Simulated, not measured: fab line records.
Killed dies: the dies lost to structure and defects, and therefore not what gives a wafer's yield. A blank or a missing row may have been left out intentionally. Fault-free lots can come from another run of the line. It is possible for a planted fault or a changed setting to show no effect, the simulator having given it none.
fab line records | flow n5-finfet
[record] lots = 7 wafers = 21
route steps=1938 shown BEOL_M14@1744 MIM_TOP_LITHO@1843 TV_OPEN@1890 PASSIVATION@1923
start-h: start of the lot's first displayed wafer, in hours after the record's first day | wait-h: hours since the lot's step before | " unchanged from the row above | L1.1+2: a row that stands for several wafers | - no value, or no start was given | * or withheld: withheld | < > ~ a bound
route shown NAME@n: NAME is a module with steps in the file, n the number in the route of the first one | usual: the fault-free wafers' mean and standard deviation | same: alike in all rows | chamber/n: place in a boat | sites: each site's reading | _std_site: standard deviation of those values | _edge_site: inner sites' mean taken away from outer sites' mean | radius-mm: how far each site lies from the wafer's centre | mask NAME#n: copy n | behind: the last tool/chamber to shape the wafer | hold: what put the lot on hold/how long, in hours/how the hold closed | device: which transistor (n, p or np) failed to switch | end of line: the tests these same wafers got at the end of their route | step lacking rows: just its recipe | killed: not the wafer's yield, but the dies lost to structure and defects at the first sort | map: the dies of a wafer, with x for killed, . for not killed, _ for no die there
set.NAME: the setting as run; set.NAME@STEP: as run at that earlier step | model.NAME: the simulator's own value behind a step, which no gauge read
lots where settings were altered on purpose, with a table for each step and a row for each wafer
[[steps]]
[step N5_BEOL_M14_DEVELOP_27]
[recipe] develop-time-s = 45 rinse-liquid = diw dry = air-spin dev-temp-c = 21
// columns lot.wafer tool chamber start-h wait-h set.develop-time-s
L079.1 litho-track-02 0 - - 45
L079.2+5 " 0 " " 49.7
L088.2 litho-track-01 0 - - 45
L088.4+6 " 0 " " 48.38
L094.1+6 litho-track-02 0 - - 51.77
L094.4 " 0 " " 45
L090.1+3+5 litho-track-02 0 - - 45
L096.1+6 litho-track-02 0 - - 41.39
L096.3 " 0 " " 45
L092.1+2+3 litho-track-01 0 - - 52.4
L095.1+2+6 litho-track-02 0 - - 45
[step N5_BEOL_M14_HARDBAKE_32]
[recipe] temp-c = 130 time-s = 120
[step N5_BEOL_M14_CD_MEAS_28]
[recipe] target-cd-nm = 284.4 landing-energy-ev = 500 detector = se-inlens
[usual] cd-nm = 285.4/1.5
// columns lot.wafer tool chamber start-h wait-h set.dose-mj@BEOL_M14_EXPOSE_25 cd-nm
L079.1 cd-sem-02 0 282.81 - 26.6 285.1
L079.2 " 0 " " 26.6 287.3
L079.5 " 0 " " 26.6 287.1
L088.2 cd-sem-01 0 369.14 - 27.35 289.6
L088.4 " 0 " " 26.6 285.7
L088.6 " 0 " " 26.6 286.0
L094.1 cd-sem-02 0 377.16 - 26.6 284.9
L094.4 " 0 " " 26.6 285.4
L094.6 " 0 " " 28.34 296.9
L090.1 cd-sem-01 0 382.64 - 26.6 286.4
L090.3 " 0 " " 26.6 286.0
L090.5 " 0 " " 26.6 286.0
L096.1 cd-sem-01 0 389.28 - 26.6 284.2
L096.3 " 0 " " 26.6 283.4
L096.6 " 0 " " 27.62 289.4
L092.1 cd-sem-02 0 391.49 - 27.83 293.3
L092.2 " 0 " " 27.83 294.2
L092.3 " 0 " " 26.6 288.0
L095.1 cd-sem-03 0 403.71 - 26.6 285.0
L095.2 " 0 " " 26.6 285.2
L095.6 " 0 " " 26.6 284.0
[step N5_BEOL_M14_DESCUM_33]
[recipe] chemistry = O2 time-s = 7.9 source-power-w = 50 bias-power-w = 20 pressure-mtorr = 20 rf-frequency-hz = 2.712e+07 temp-c = 40 o2-flow-sccm = 225
// columns lot.wafer tool chamber start-h wait-h set.dose-mj@BEOL_M14_EXPOSE_25 model.BEOL_M14.cd-nm
L079.1 rie-diel-05 2 282.95 0.1 26.6 284.8
L079.2 " 1 " " 26.6 287.2
L079.5 " 1 " " 26.6 287
L088.2 rie-diel-02 2 369.24 0.1 27.35 289.6
L088.4 " 0 " " 26.6 285.8
L088.6 " 2 " " 26.6 285.6
L094.1 rie-diel-02 2 377.25 0.0 26.6 285
L094.4 " 1 " " 26.6 286
L094.6 " 3 " " 28.34 297
L090.1 rie-diel-06 1 382.81 0.1 26.6 286.4
L090.3 " 2 " " 26.6 286
L090.5 " 1 " " 26.6 286.2
L096.1 rie-diel-06 0 389.37 0.0 26.6 284.4
L096.3 " 2 " " 26.6 283.4
L096.6 " 2 " " 27.62 289.4
L092.1 rie-diel-06 1 391.58 0.0 27.83 293.6
L092.2 " 0 " " 27.83 294.2
L092.3 " 2 " " 26.6 287.4
L095.1+2 rie-diel-06 2,0 404.31 0.5 26.6 285.2
L095.6 " 2 " " 26.6 284.2
[step N5_BEOL_M14_ETCH_67]
[recipe] chemistry = CF4 target = SiARC target-depth-a = 1430 time-s = 238.3 ion-energy-ev = 80 pressure-mtorr = 40 source-w = 545 bias-w = 36 Ar_flow_sccm = 100 cf4-flow-sccm = 100 ends = cleared
// columns lot.wafer tool chamber start-h wait-h set.dose-mj@BEOL_M14_EXPOSE_25 model.BEOL_M14.cd-nm
L079.1 rie-diel-05 2 282.99 0.0 26.6 280
L079.2 " 1 " " 26.6 283
L079.5 " 1 " " 26.6 282.4
L088.2 rie-diel-02 2 369.28 0.0 27.35 284.8
L088.4 " 0 " " 26.6 282
L088.6 " 2 " " 26.6 281
L094.1 rie-diel-02 2 377.28 0.0 26.6 280.4
L094.4 " 1 " " 26.6 283
L094.6 " 3 " " 28.34 293.2
L090.1 rie-diel-06 1 382.84 0.0 26.6 282
L090.3 " 2 " " 26.6 281.8
L090.5 " 1 " " 26.6 282.2
L096.1 rie-diel-06 0 389.40 0.0 26.6 280
L096.3 " 2 " " 26.6 278.6
L096.6 " 2 " " 27.62 284.4
L092.1 rie-diel-06 1 391.61 0.0 27.83 289
L092.2 " 0 " " 27.83 290.2
L092.3 " 2 " " 26.6 283.6
L095.1 rie-diel-06 2 404.35 0.0 26.6 281.2
L095.2 " 0 " " 26.6 281.6
L095.6 " 2 " " 26.6 280.2
[step N5_MIM_TOP_LITHO_EXPOSE_05]
[recipe] mask-id = MIM_TOP na = 0.55 source-shape = conventional sigma-outer = 0.8 polarization = unpolarized target-cd-nm = 2000 dose-mj = 20.5
// columns lot.wafer tool chamber start-h wait-h mask set.dose-mj
L079.1+2 krf-scanner-02 0 299.55 - MIM_TOP#0 22
L079.5 " 0 " " MIM_TOP#0 20.5
L088.2+6 krf-scanner-01 0 381.37 - MIM_TOP#0 20.5
L088.4 " 0 " " MIM_TOP#0 21.8
L094.1+6 krf-scanner-02 0 394.21 - MIM_TOP#0 20.04
L094.4 " 0 " " MIM_TOP#0 20.5
L090.1+5 krf-scanner-02 0 399.00 - MIM_TOP#0 20.5
L090.3 " 0 " " MIM_TOP#0 21.05
L096.1+6 krf-scanner-02 0 408.24 - MIM_TOP#0 20.5
L096.3 " 0 " " MIM_TOP#0 21.25
L092.1 krf-scanner-02 0 414.09 - MIM_TOP#0 20.5
L092.2+3 " 0 " " MIM_TOP#0 21.85
L095.1+2+6 krf-scanner-02 0 417.37 - MIM_TOP#0 20.5
[step N5_MIM_TOP_LITHO_PEB_06]
[recipe] peb-temp-c = withheld peb-time-s = *
[step N5_MIM_TOP_LITHO_DEVELOP_07]
[recipe] develop-time-s = 60 rinse-liquid = diw dry = air-spin dev-temp-c = 21
[step N5_MIM_TOP_LITHO_HARDBAKE_09]
[recipe] temp-c = 130 time-s = 120
[step N5_MIM_TOP_LITHO_CD_MEAS_08]
[recipe] target-cd-nm = 2000 landing-energy-ev = 500 detector = se-inlens
[usual] cd-nm = 2000.3/1.8
// columns lot.wafer tool chamber start-h wait-h set.dose-mj@MIM_TOP_LITHO_EXPOSE_05 cd-nm
L079.1 cd-sem-01 0 299.73 - 22 1983.7
L079.2 " 0 " " 22 1985.5
L079.5 " 0 " " 20.5 1996.4
L088.2 cd-sem-02 0 381.54 - 20.5 2000.5
L088.4 " 0 " " 21.8 1992.4
L088.6 " 0 " " 20.5 2000.1
L094.1 cd-sem-02 0 394.39 - 20.04 2004.2
L094.4 " 0 " " 20.5 2001.4
L094.6 " 0 " " 20.04 2003.9
L090.1 cd-sem-02 0 399.17 - 20.5 2002.7
L090.3 " 0 " " 21.05 1996.1
L090.5 " 0 " " 20.5 2002.3
L096.1 cd-sem-01 0 408.42 - 20.5 2001.3
L096.3 " 0 " " 21.25 1993.6
L096.6 " 0 " " 20.5 1998.1
L092.1 cd-sem-03 0 414.27 - 20.5 1997.9
L092.2 " 0 " " 21.85 1986.0
L092.3 " 0 " " 21.85 1988.6
L095.1 cd-sem-03 0 417.54 - 20.5 1999.4
L095.2 " 0 " " 20.5 2000.9
L095.6 " 0 " " 20.5 2002.3
[step N5_MIM_TOP_LITHO_DESCUM_10]
[recipe] chemistry = O2 time-s = 7.9 source-power-w = 50 bias-power-w = 20 pressure-mtorr = 20 rf-frequency-hz = 2.712e+07 temp-c = 40 o2-flow-sccm = 225
// columns lot.wafer tool chamber start-h wait-h set.dose-mj@MIM_TOP_LITHO_EXPOSE_05 model.MIM_TOP_LITHO.cd-nm
L079.1 rie-diel-02 3 299.82 0.0 22 1984
L079.2 " 2 " " 22 1986
L079.5 " 3 " " 20.5 1997
L088.2 rie-diel-05 2 381.69 0.1 20.5 2001
L088.4 " 1 " " 21.8 1992
L088.6 " 1 " " 20.5 2000
L094.1+6 rie-diel-06 2,0 394.47 0.0 20.04 2004
L094.4 " 1 " " 20.5 2001
L090.1 rie-diel-02 1 399.26 0.0 20.5 2003
L090.3 " 2 " " 21.05 1996
L090.5 " 2 " " 20.5 2002
L096.1 rie-diel-05 2 408.74 0.3 20.5 2001
L096.3 " 0 " " 21.25 1993
L096.6 " 3 " " 20.5 1998
L092.1 rie-diel-05 2 414.36 0.0 20.5 1998
L092.2 " 3 " " 21.85 1986
L092.3 " 1 " " 21.85 1988
L095.1 rie-diel-05 1 417.81 0.2 20.5 2000
L095.2 " 2 " " 20.5 2001
L095.6 " 0 " " 20.5 2002
[step N5_PASSIVATION_ETCH_15]
[recipe] chemistry = CF4/N2 target = SiCN target-depth-a = 750 taper-deg = 2 time-s = 81.2 ion-energy-ev = 150 mask-material = SiNx pressure-mtorr = 40 source-w = 430 bias-w = 70 Ar_flow_sccm = 100 cf4-flow-sccm = 60 n2-flow-sccm = 60
[usual] rf-vpp-V = 381.7/1.7
// columns lot.wafer tool chamber start-h wait-h set.bias-w rf-vpp-V
L079.1 rie-diel-04 0 - - 70 385.4
L079.2 " 1 " " 63.42 360.6
L079.5 " 2 " " 70 381.9
L088.2 rie-diel-04 0 - - 70 383.8
L088.4 " 2 " " 70 381.5
L088.6 " 0 " " 59.66 345.5
L094.1 rie-diel-04 2 - - 70 380.7
L094.4 " 0 " " 65.05 365.4
L094.6 " 3 " " 70 381.1
L090.1 rie-diel-01 2 - - 63.3 358.1
L090.3 " 3 " " 63.3 356.5
L090.5 " 3 " " 70 381.0
L096.1 rie-diel-01 1 - - 70 385.5
L096.3 " 0 " " 70 382.4
L096.6 " 1 " " 80.24 420.5
L092.1 rie-diel-04 2 - - 70 380.6
L092.2 " 0 " " 70 382.4
L092.3 " 1 " " 70 384.5
L095.1 rie-diel-04 2 - - 70 381.4
L095.2 " 1 " " 70 384.2
L095.6 " 2 " " 70 380.9
[step N5_PASSIVATION_DEVELOP_43]
[recipe] develop-time-s = 60 rinse-liquid = diw dry = air-spin dev-temp-c = 21
// columns lot.wafer tool chamber start-h wait-h set.develop-time-s
L079.1+5 litho-track-04 0 - - 60
L079.2 " 0 " " 47.32
L088.2+6 litho-track-01 0 - - 67.92
L088.4 " 0 " " 60
L094.1+6 litho-track-01 0 - - 72.54
L094.4 " 0 " " 60
L090.1 litho-track-01 0 - - 47.05
L090.3+5 " 0 " " 60
L096.1+6 litho-track-04 0 - - 60
L096.3 " 0 " " 48.5
L092.1+3 litho-track-01 0 - - 60
L092.2 " 0 " " 55.48
L095.1+2+6 litho-track-02 0 - - 60
[step N5_PASSIVATION_HARDBAKE_45]
[recipe] temp-c = 130 time-s = 120
[step N5_PASSIVATION_CD_MEAS_44]
[recipe] target-cd-nm = 40000 landing-energy-ev = 500 detector = se-inlens
[usual] cd-nm = 40003/3.9
// columns lot.wafer tool chamber start-h wait-h set.develop-time-s@PASSIVATION_DEVELOP_43 cd-nm
L079.1 cd-sem-02 0 306.50 - 60 40008
L079.2 " 0 " " 47.32 39990
L079.5 " 0 " " 60 40002
L088.2 cd-sem-01 0 389.98 - 67.92 40009
L088.4 " 0 " " 60 39999
L088.6 " 0 " " 67.92 40006
L094.1 cd-sem-02 0 401.37 - 72.54 40015
L094.4 " 0 " " 60 39997
L094.6 " 0 " " 72.54 40010
L090.1 cd-sem-01 0 406.70 - 47.05 39990
L090.3 " 0 " " 60 40000
L090.5 " 0 " " 60 39998
L096.1 cd-sem-01 0 416.51 - 60 40005
L096.3 " 0 " " 48.5 39997
L096.6 " 0 " " 60 40004
L092.1 cd-sem-01 0 422.29 - 60 40002
L092.2 " 0 " " 55.48 40001
L092.3 " 0 " " 60 40002
L095.1 cd-sem-02 0 424.18 - 60 39999
L095.2 " 0 " " 60 40002
L095.6 " 0 " " 60 40000
[[key]]
[split] step = N5_BEOL_M14_DEVELOP_27 setting = develop-time-s stated = 45 by = wafer
response none clear
[split] step = N5_MIM_TOP_LITHO_EXPOSE_05 setting = dose-mj stated = 20.5 by = wafer
[response] step = N5_MIM_TOP_LITHO_CD_MEAS_08 reading = cd-nm change = -1.55 per = 1% r = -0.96
[response] step = N5_MIM_TOP_LITHO_DESCUM_10 reading = model.MIM_TOP_LITHO.cd-nm change = -1.57 per = 1% r = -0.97
[split] step = N5_PASSIVATION_ETCH_15 setting = bias-w stated = 70 by = wafer
[response] step = N5_PASSIVATION_ETCH_15 reading = rf-vpp-V change = +2.47 per = 1% r = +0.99
[split] step = N5_PASSIVATION_DEVELOP_43 setting = develop-time-s stated = 60 by = wafer
[response] step = N5_PASSIVATION_CD_MEAS_44 reading = cd-nm change = +0.56 per = 1% r = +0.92
split outside-this-file step=N5_BEOL_M14_EXPOSE_25 setting=dose-mj
// split outside-this-file: this setting was split too, and the file shows its column; the key of that split is in another file
